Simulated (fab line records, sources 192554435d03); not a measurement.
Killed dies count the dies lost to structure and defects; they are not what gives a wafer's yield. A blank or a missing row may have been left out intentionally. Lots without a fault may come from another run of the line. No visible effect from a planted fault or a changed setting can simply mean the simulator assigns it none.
A lot that was struck, set against a sound lot || flow n5-finfet || 39 steps out of a route of 1938
Sound: wafers L480.1, L480.4, L480.6. Struck: wafer L489.1; the same lot's L489.5 was not struck, so it is left out; see the end for the cause.
Per side, at each step with rows, come the tool, then ch with its chambers, and then its first start. Under that, the readings that differ: sound wafers || struck wafers || difference of the means || sigmas: that difference in standard deviations of wafers without a fault.
alike: readings with means less than 2 such deviations apart, plus words and numbers identical on both sides. not compared: withheld readings, readings lacking a value on some wafer, bounds such as >300 that could conceal the same value, and numbers that have no deviation in the record and whose values overlap.
The two part at a step that has a row with sigmas, a row that says differs or no value, or rows on one side only. Numbers that don't overlap but have no deviation are shown without sigmas and don't part them. A reading missing from all wafers of one side parts the sides only when that side holds two or more wafers.

first, 10 steps without rows for these wafers: N5_BEOL_M3_STRIP_36 (strips in N2/H2); N5_BEOL_M3_TRENCH_ETCH_37 (etches SiOC in C4F6/O2, target depth 55.555 nm, time 29.2 s); N5_BEOL_M3_ETCH_41 (etches SiCN in CH3F/O2, target depth 29.9 nm, time 52.5 s); N5_BEOL_M3_STRIP_97 (strips in N2/H2, time 10 s); N5_BEOL_M3_HM_STRIP_39 (strips TiN in peroxide tin strip, target depth 25 nm, time 158 s); N5_BEOL_M3_SRD_40 (time 30 s); N5_BEOL_M3_PRECLEAN_42 (cleans in residue remover, time 60 s); N5_BEOL_M3_SRD_43 (time 30 s); N5_BEOL_M3_DEGAS_44 (time 60 s); N5_BEOL_M3_PRE_CLEAN_45 (time 30 s).
N5_BEOL_M3_ALD_84: deposits TaN, pulse time 2 s, purge time 3 s, co reactant purge time 2 s.
  sound on ald-metal-03 ch 1,2,3, day 9 14:55; struck on ald-metal-03 ch 1, day 11 02:57
{"reading": "ald-cycles", "sound": "30 30 30", "struck": 21, "difference": -9, "sigmas": ""}
  alike: heater-power-w
  not compared: since-wet-clean-h, model.TaN_of_BEOL_M3_ALD_84.thk-nm
then, 26 steps without rows for these wafers: N5_BEOL_M3_SURFACE_TREAT_85; N5_BEOL_M3_CVD_47 (deposits Co from CCTBA/H2, target thk 3 nm, time 223.8 s); N5_BEOL_M3_SPUTTER_48 (material Cu, target thk 4.5 nm, time 8.29 s); N5_BEOL_M3_ANNEAL_49 (time 240 s); N5_BEOL_M3_SPUTTER_79 (material Cu, target thk 4.5 nm, time 8.29 s); N5_BEOL_M3_ANNEAL_80 (time 240 s); N5_BEOL_M3_SPUTTER_81 (material Cu, target thk 4.5 nm, time 8.29 s); N5_BEOL_M3_ANNEAL_82 (time 240 s); N5_BEOL_M3_SPUTTER_86 (material Cu, target thk 4.5 nm, time 8.29 s); N5_BEOL_M3_ANNEAL_87 (time 240 s); N5_BEOL_M3_SPUTTER_88 (material Cu, target thk 4.5 nm, time 8.29 s); N5_BEOL_M3_ANNEAL_89 (time 240 s); N5_BEOL_M3_SPUTTER_90 (material Cu, target thk 4.5 nm, time 8.29 s); N5_BEOL_M3_ANNEAL_91 (time 240 s); N5_BEOL_M3_SPUTTER_92 (material Cu, target thk 4.5 nm, time 8.29 s); N5_BEOL_M3_ANNEAL_93 (time 240 s); N5_BEOL_M3_SPUTTER_94 (material Cu, target thk 4.5 nm, time 8.29 s); N5_BEOL_M3_ANNEAL_95 (time 240 s); N5_BEOL_M3_SPUTTER_96 (material Cu, target thk 4.5 nm, time 8.29 s); N5_BEOL_M3_ECD_50 (material Cu, target thk 300 nm); N5_BEOL_M3_ANNEAL_51 (time 90 s); N5_BEOL_M3_CMP_52 (polishes, stops on SiOC, t overpolish 6.8 s, target thk 40 nm); N5_BEOL_M3_PRE_CLEAN_60 (time 15 s); N5_BEOL_M3_CO_CAP_55 (material Co, precursor CCTBA/H2, target thk 2 nm, time 102.1 s); N5_BEOL_M3_PRE_CLEAN_56 (time 15 s); N5_BEOL_M3_DEP_57 (deposits SiCN from 3MS/NH3, target thk 8 nm, time 14 s).
N5_BEOL_M4_RC_MEAS_101:
  sound on prober-01 ch 0, day 10 11:58; struck on prober-01 ch 0, day 11 16:41
{"reading": "COMB_M3 (S/m)", "sound": "6.9e-11 7.3e-11 9.2e-11", "struck": 2.15e-10, "difference": "+1.37e-10", "sigmas": "+11"}
{"reading": "COMB_M3_max_site (S/m)", "sound": "9.6e-11 1.09e-10 1.42e-10", "struck": 2.7e-10, "difference": "+1.5e-10", "sigmas": "+8"}
  alike: DIBL_N, DIBL_P, IOFF_N, IOFF_P, ION_N, ION_P, SS_N, SS_P, VT_N, VT_P
-- the record jumps here: 4 days lie between the struck wafers' starts before and after (it left off in module BEOL_M4 and takes up again in module PASSIVATION, whose first step shown is number 1936 of the route) --
N5_PASSIVATION_PROBE_49:
  rows exist in the record for the struck wafers here (prober-01, day 16 03:26), but not for the sound ones

WHERE THEY PART
Last at N5_PASSIVATION_PROBE_49 as far as this record goes, first at N5_BEOL_M4_RC_MEAS_101.

WHY: what the simulator had put in
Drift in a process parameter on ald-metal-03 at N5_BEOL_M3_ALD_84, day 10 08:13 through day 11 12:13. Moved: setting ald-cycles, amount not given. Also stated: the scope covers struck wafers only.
